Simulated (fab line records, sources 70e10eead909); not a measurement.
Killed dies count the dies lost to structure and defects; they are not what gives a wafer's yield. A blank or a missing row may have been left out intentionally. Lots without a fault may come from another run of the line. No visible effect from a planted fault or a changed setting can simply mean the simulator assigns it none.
Which tool was responsible? || flow nand-harc || 39 wafers from 13 lots sampled at 5 of the route's 1159 steps

WHAT THE GAUGES SHOWED, per wafer
NHARC_END_SORT_01. Usual: killed-at-array 27, standard deviation 9.3; killed-at-other 0.9, standard deviation 1.3; killed-at-periphery 3.6, standard deviation 2.7; killed-dies 31, standard deviation 9.7; killed-open 3.3, standard deviation 1.8; killed-short 2.0, standard deviation 1.5.
{"lot": "L563", "measured": "day 21 15:35", "on": "prober-02", "killed-at-array": "67 71 70", "killed-at-other": "0 0 1", "killed-at-periphery": "6 2 2", "killed-dies": "73 73 73", "killed-open": "4 2 3", "killed-short": "2 5 0", "flag": "OFF"}
{"lot": "L567", "measured": "day 22 00:53", "on": "prober-01", "killed-at-array": "66 141 89", "killed-at-other": "1 2 1", "killed-at-periphery": "1 0 4", "killed-dies": "68 143 94", "killed-open": "2 1 2", "killed-short": "1 1 1", "flag": "OFF"}

WHICH TOOL RAN EACH LOT (tool, then ch and the chambers of the sampled wafers, then the start)
{"lot": "L558", "NHARC_A_STAIRCASE_ETCH_21": "rie-diel-03 ch 1,3, day 11 10:08", "NHARC_HYBRID_BOND_ACTIVATE_00": "rie-diel-01 ch 0,1, day 18 15:25", "NHARC_THIN_TSV_DEP_47": "pecvd-03 ch 1,2, day 19 09:00", "NHARC_THIN_TSV_PRE_CLEAN_54": "pvd-sputter-01, day 19 11:58"}
{"lot": "L560", "NHARC_A_STAIRCASE_ETCH_21": "rie-diel-13 ch 0,1,3, day 11 13:17", "NHARC_HYBRID_BOND_ACTIVATE_00": "rie-diel-13 ch 0,1,3, day 18 07:02", "NHARC_THIN_TSV_DEP_47": "pecvd-02 ch 0,2, day 19 02:40", "NHARC_THIN_TSV_PRE_CLEAN_54": "pvd-sputter-01, day 19 05:40"}
{"lot": "L556", "NHARC_A_STAIRCASE_ETCH_21": "rie-diel-03 ch 1,2,3, day 11 13:37", "NHARC_HYBRID_BOND_ACTIVATE_00": "rie-diel-01 ch 1,2, day 19 02:53", "NHARC_THIN_TSV_DEP_47": "pecvd-02 ch 0,1,2, day 19 18:22", "NHARC_THIN_TSV_PRE_CLEAN_54": "pvd-sputter-03, day 19 21:47"}
{"lot": "L559", "NHARC_A_STAIRCASE_ETCH_21": "rie-diel-13 ch 0,1,3, day 11 18:22", "NHARC_HYBRID_BOND_ACTIVATE_00": "rie-diel-02 ch 0,1,3, day 19 03:03", "NHARC_THIN_TSV_DEP_47": "pecvd-01 ch 0,1, day 19 19:34", "NHARC_THIN_TSV_PRE_CLEAN_54": "pvd-sputter-01, day 19 22:59"}
{"lot": "L562", "NHARC_A_STAIRCASE_ETCH_21": "rie-diel-01 ch 1,2, day 12 09:51", "NHARC_HYBRID_BOND_ACTIVATE_00": "rie-diel-01 ch 1,2,3, day 19 10:43", "NHARC_THIN_TSV_DEP_47": "pecvd-03 ch 0,1, day 20 00:58", "NHARC_THIN_TSV_PRE_CLEAN_54": "pvd-sputter-01, day 20 04:01"}
{"lot": "L565", "NHARC_A_STAIRCASE_ETCH_21": "rie-diel-01 ch 0,1,3, day 12 20:53", "NHARC_HYBRID_BOND_ACTIVATE_00": "rie-diel-02 ch 0,3, day 19 19:41", "NHARC_THIN_TSV_DEP_47": "pecvd-02 ch 1,2, day 20 11:43", "NHARC_THIN_TSV_PRE_CLEAN_54": "pvd-sputter-02, day 20 14:53"}
{"lot": "L563", "NHARC_A_STAIRCASE_ETCH_21": "rie-diel-01 ch 1,2,3, day 13 01:17", "NHARC_HYBRID_BOND_ACTIVATE_00": "rie-diel-02 ch 0,1,3, day 20 07:30", "NHARC_THIN_TSV_DEP_47": "pecvd-01 ch 0,1, day 20 23:43", "NHARC_THIN_TSV_PRE_CLEAN_54": "pvd-sputter-03, day 21 02:40"}
{"lot": "L567", "NHARC_A_STAIRCASE_ETCH_21": "rie-diel-01 ch 0,1,3, day 13 21:05", "NHARC_HYBRID_BOND_ACTIVATE_00": "rie-diel-13 ch 0,1,2, day 20 19:57", "NHARC_THIN_TSV_DEP_47": "pecvd-03 ch 0,2, day 21 11:45", "NHARC_THIN_TSV_PRE_CLEAN_54": "pvd-sputter-02, day 21 14:52"}
{"lot": "L574", "NHARC_A_STAIRCASE_ETCH_21": "rie-diel-03 ch 0,2,3, day 15 04:11", "NHARC_HYBRID_BOND_ACTIVATE_00": "rie-diel-13 ch 0,2,3, day 22 12:31", "NHARC_THIN_TSV_DEP_47": "pecvd-01 ch 0,1,2, day 23 00:26", "NHARC_THIN_TSV_PRE_CLEAN_54": "pvd-sputter-02, day 23 03:22"}
{"lot": "L575", "NHARC_A_STAIRCASE_ETCH_21": "rie-diel-03 ch 0,3, day 15 16:25", "NHARC_HYBRID_BOND_ACTIVATE_00": "rie-diel-02 ch 0,3, day 22 19:04", "NHARC_THIN_TSV_DEP_47": "pecvd-03 ch 1,2, day 23 14:07", "NHARC_THIN_TSV_PRE_CLEAN_54": "pvd-sputter-03, day 23 17:36"}
{"lot": "L577", "NHARC_A_STAIRCASE_ETCH_21": "rie-diel-13 ch 0,1,2, day 16 01:57", "NHARC_HYBRID_BOND_ACTIVATE_00": "rie-diel-13 ch 0,2,3, day 23 11:18", "NHARC_THIN_TSV_DEP_47": "pecvd-02 ch 1,2, day 24 03:40", "NHARC_THIN_TSV_PRE_CLEAN_54": "pvd-sputter-03, day 24 06:36"}
{"lot": "L579", "NHARC_A_STAIRCASE_ETCH_21": "rie-diel-13 ch 0,1,2, day 16 06:32", "NHARC_HYBRID_BOND_ACTIVATE_00": "rie-diel-02 ch 0,2,3, day 23 06:58", "NHARC_THIN_TSV_DEP_47": "pecvd-01 ch 1,2, day 23 21:24", "NHARC_THIN_TSV_PRE_CLEAN_54": "pvd-sputter-03, day 24 00:18"}
{"lot": "L578", "NHARC_A_STAIRCASE_ETCH_21": "rie-diel-03 ch 2,3, day 16 07:54", "NHARC_HYBRID_BOND_ACTIVATE_00": "rie-diel-02 ch 2,3, day 23 13:31", "NHARC_THIN_TSV_DEP_47": "pecvd-03 ch 0,1,2, day 24 02:28", "NHARC_THIN_TSV_PRE_CLEAN_54": "pvd-sputter-01, day 24 05:26"}
- NHARC_A_STAIRCASE_ETCH_21: etches the open film in C4F8/O2, target depth 100 nm, time 40.5 s.
- NHARC_HYBRID_BOND_ACTIVATE_00: chemistry N2, time 60 s.
- NHARC_THIN_TSV_DEP_47: deposits SiO2, target thk 200 nm.
- NHARC_THIN_TSV_PRE_CLEAN_54: time 30 s.

AS READ BY THE TOOLS THEMSELVES (means over the sampled wafers that have a number; for cases with no such wafer, the mark the record gives instead)
NHARC_A_STAIRCASE_ETCH_21. Usual: oes-product-au 0.949 a.u., standard deviation 0.017; rf-vpp-V 894 V, standard deviation 5.9.
{"lot": "L558", "tool": "rie-diel-03", "oes-product-au (a.u.)": 0.953, "rf-vpp-V (V)": 893, "flag": ""}
{"lot": "L560", "tool": "rie-diel-13", "oes-product-au (a.u.)": 0.930, "rf-vpp-V (V)": 892, "flag": ""}
{"lot": "L556", "tool": "rie-diel-03", "oes-product-au (a.u.)": 0.963, "rf-vpp-V (V)": 890, "flag": ""}
{"lot": "L559", "tool": "rie-diel-13", "oes-product-au (a.u.)": 0.948, "rf-vpp-V (V)": 893, "flag": ""}
{"lot": "L562", "tool": "rie-diel-01", "oes-product-au (a.u.)": 0.935, "rf-vpp-V (V)": 891, "flag": ""}
{"lot": "L565", "tool": "rie-diel-01", "oes-product-au (a.u.)": 0.931, "rf-vpp-V (V)": 893, "flag": ""}
{"lot": "L563", "tool": "rie-diel-01", "oes-product-au (a.u.)": 0.966, "rf-vpp-V (V)": 889, "flag": ""}
{"lot": "L567", "tool": "rie-diel-01", "oes-product-au (a.u.)": 0.958, "rf-vpp-V (V)": 893, "flag": ""}
{"lot": "L574", "tool": "rie-diel-03", "oes-product-au (a.u.)": 0.946, "rf-vpp-V (V)": 892, "flag": ""}
{"lot": "L575", "tool": "rie-diel-03", "oes-product-au (a.u.)": 0.932, "rf-vpp-V (V)": 895, "flag": ""}
{"lot": "L577", "tool": "rie-diel-13", "oes-product-au (a.u.)": 0.971, "rf-vpp-V (V)": 896, "flag": ""}
{"lot": "L579", "tool": "rie-diel-13", "oes-product-au (a.u.)": 0.975, "rf-vpp-V (V)": 896, "flag": ""}
{"lot": "L578", "tool": "rie-diel-03", "oes-product-au (a.u.)": 0.952, "rf-vpp-V (V)": 891, "flag": ""}

NHARC_HYBRID_BOND_ACTIVATE_00. Usual: drypump-motor-current-A 5.9 A, standard deviation 0.36; n2-flow-sccm 200.0 sccm, standard deviation 0.66; oes-product-au 0.999 a.u., standard deviation 0.012; rf-vpp-V 64.0 V, standard deviation 0.85; showerhead-plenum-p-Torr 1.75 Torr, standard deviation 0.082.
{"lot": "L558", "tool": "rie-diel-01", "drypump-motor-current-A (A)": 6.0, "n2-flow-sccm (sccm)": 200.0, "oes-product-au (a.u.)": 0.999, "rf-vpp-V (V)": 63.5, "showerhead-plenum-p-Torr (Torr)": 1.77, "flag": ""}
{"lot": "L560", "tool": "rie-diel-13", "drypump-motor-current-A (A)": 5.9, "n2-flow-sccm (sccm)": 200.1, "oes-product-au (a.u.)": 1.010, "rf-vpp-V (V)": 63.3, "showerhead-plenum-p-Torr (Torr)": 1.79, "flag": ""}
{"lot": "L556", "tool": "rie-diel-01", "drypump-motor-current-A (A)": 6.1, "n2-flow-sccm (sccm)": 198.9, "oes-product-au (a.u.)": 0.985, "rf-vpp-V (V)": 63.7, "showerhead-plenum-p-Torr (Torr)": 1.68, "flag": ""}
{"lot": "L559", "tool": "rie-diel-02", "drypump-motor-current-A (A)": 5.8, "n2-flow-sccm (sccm)": 200.6, "oes-product-au (a.u.)": 1.005, "rf-vpp-V (V)": 64.5, "showerhead-plenum-p-Torr (Torr)": 1.76, "flag": ""}
{"lot": "L562", "tool": "rie-diel-01", "drypump-motor-current-A (A)": 5.7, "n2-flow-sccm (sccm)": 199.7, "oes-product-au (a.u.)": 1.000, "rf-vpp-V (V)": 63.1, "showerhead-plenum-p-Torr (Torr)": 1.66, "flag": ""}
{"lot": "L565", "tool": "rie-diel-02", "drypump-motor-current-A (A)": 5.7, "n2-flow-sccm (sccm)": 200.3, "oes-product-au (a.u.)": 1.002, "rf-vpp-V (V)": 64.6, "showerhead-plenum-p-Torr (Torr)": 1.81, "flag": ""}
{"lot": "L563", "tool": "rie-diel-02", "drypump-motor-current-A (A)": 5.8, "n2-flow-sccm (sccm)": 199.9, "oes-product-au (a.u.)": 1.014, "rf-vpp-V (V)": 64.5, "showerhead-plenum-p-Torr (Torr)": 1.76, "flag": ""}
{"lot": "L567", "tool": "rie-diel-13", "drypump-motor-current-A (A)": 5.7, "n2-flow-sccm (sccm)": 199.5, "oes-product-au (a.u.)": 1.008, "rf-vpp-V (V)": 64.7, "showerhead-plenum-p-Torr (Torr)": 1.75, "flag": ""}
{"lot": "L574", "tool": "rie-diel-13", "drypump-motor-current-A (A)": 5.8, "n2-flow-sccm (sccm)": 200.4, "oes-product-au (a.u.)": 0.989, "rf-vpp-V (V)": 63.5, "showerhead-plenum-p-Torr (Torr)": 1.78, "flag": ""}
{"lot": "L575", "tool": "rie-diel-02", "drypump-motor-current-A (A)": 5.6, "n2-flow-sccm (sccm)": 199.9, "oes-product-au (a.u.)": 0.996, "rf-vpp-V (V)": 63.7, "showerhead-plenum-p-Torr (Torr)": 1.75, "flag": ""}
{"lot": "L577", "tool": "rie-diel-13", "drypump-motor-current-A (A)": 5.8, "n2-flow-sccm (sccm)": 200.4, "oes-product-au (a.u.)": 0.988, "rf-vpp-V (V)": 63.7, "showerhead-plenum-p-Torr (Torr)": 1.77, "flag": ""}
{"lot": "L579", "tool": "rie-diel-02", "drypump-motor-current-A (A)": 5.8, "n2-flow-sccm (sccm)": 199.7, "oes-product-au (a.u.)": 0.987, "rf-vpp-V (V)": 64.4, "showerhead-plenum-p-Torr (Torr)": 1.75, "flag": ""}
{"lot": "L578", "tool": "rie-diel-02", "drypump-motor-current-A (A)": 5.9, "n2-flow-sccm (sccm)": 199.9, "oes-product-au (a.u.)": 0.990, "rf-vpp-V (V)": 63.7, "showerhead-plenum-p-Torr (Torr)": 1.80, "flag": ""}

NHARC_THIN_TSV_DEP_47. Usual: throttle-valve-pct reads 16.1 % (standard deviation 0.6).
{"lot": "L558", "tool": "pecvd-03", "throttle-valve-pct (%)": 15.5, "flag": ""}
{"lot": "L560", "tool": "pecvd-02", "throttle-valve-pct (%)": 17.0, "flag": ""}
{"lot": "L556", "tool": "pecvd-02", "throttle-valve-pct (%)": 16.5, "flag": ""}
{"lot": "L559", "tool": "pecvd-01", "throttle-valve-pct (%)": 15.6, "flag": ""}
{"lot": "L562", "tool": "pecvd-03", "throttle-valve-pct (%)": 15.8, "flag": ""}
{"lot": "L565", "tool": "pecvd-02", "throttle-valve-pct (%)": 16.5, "flag": ""}
{"lot": "L563", "tool": "pecvd-01", "throttle-valve-pct (%)": 15.7, "flag": ""}
{"lot": "L567", "tool": "pecvd-03", "throttle-valve-pct (%)": 15.8, "flag": ""}
{"lot": "L574", "tool": "pecvd-01", "throttle-valve-pct (%)": 16.0, "flag": ""}
{"lot": "L575", "tool": "pecvd-03", "throttle-valve-pct (%)": 15.4, "flag": ""}
{"lot": "L577", "tool": "pecvd-02", "throttle-valve-pct (%)": 16.4, "flag": ""}
{"lot": "L579", "tool": "pecvd-01", "throttle-valve-pct (%)": 16.2, "flag": ""}
{"lot": "L578", "tool": "pecvd-03", "throttle-valve-pct (%)": 15.6, "flag": ""}

NHARC_THIN_TSV_PRE_CLEAN_54. Usual: heater-power-w reads 379 W (standard deviation 29).
{"lot": "L558", "tool": "pvd-sputter-01", "heater-power-w (W)": 370, "flag": ""}
{"lot": "L560", "tool": "pvd-sputter-01", "heater-power-w (W)": 354, "flag": ""}
{"lot": "L556", "tool": "pvd-sputter-03", "heater-power-w (W)": 377, "flag": ""}
{"lot": "L559", "tool": "pvd-sputter-01", "heater-power-w (W)": 363, "flag": ""}
{"lot": "L562", "tool": "pvd-sputter-01", "heater-power-w (W)": 362, "flag": ""}
{"lot": "L565", "tool": "pvd-sputter-02", "heater-power-w (W)": 414, "flag": ""}
{"lot": "L563", "tool": "pvd-sputter-03", "heater-power-w (W)": 378, "flag": ""}
{"lot": "L567", "tool": "pvd-sputter-02", "heater-power-w (W)": 383, "flag": ""}
{"lot": "L574", "tool": "pvd-sputter-02", "heater-power-w (W)": 416, "flag": ""}
{"lot": "L575", "tool": "pvd-sputter-03", "heater-power-w (W)": 384, "flag": ""}
{"lot": "L577", "tool": "pvd-sputter-03", "heater-power-w (W)": 382, "flag": ""}
{"lot": "L579", "tool": "pvd-sputter-03", "heater-power-w (W)": 371, "flag": ""}
{"lot": "L578", "tool": "pvd-sputter-01", "heater-power-w (W)": 378, "flag": ""}

THE ANSWER, worked out from the rows above alone
Rule: a lot is off if the mean of its wafers that have a number lies more than 3 standard deviations from the usual mean. A lot without any number at a reading at which 4 lots or more have one is off too. Where the step has rows for the other lots, those lots are counted as sound. The gauges are gone through in route order, then the tools' own readings, and for those a lot's mean is taken as printed above. The first step at which some lot is off is used, and at that step the reading that is off furthest; a lot without a number counts as furthest.
Off: L563, L567 (NHARC_END_SORT_01, killed-at-array). Neither off nor sound, because the step has no rows for them: L558, L560, L556, L559, L562, L565, L574, L575, L577, L579, L578.
A tool fits if, at a process step before that reading, it ran every lot that is off, and no sound lot after the first of them. Gauges at NHARC_END_SORT_01: tried the same way as those tools. One fits: NHARC_A_STAIRCASE_ETCH_21 on rie-diel-01. It ran no sound lot before its first lot that is off in this sample, so the start can't be narrowed down.

WHAT THE SIMULATOR HAD PUT IN
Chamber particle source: rie-diel-01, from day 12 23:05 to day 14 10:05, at NHARC_A_STAIRCASE_ETCH_21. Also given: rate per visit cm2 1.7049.
Shown lots that were struck: L563, L567. Same finding as the rule above.
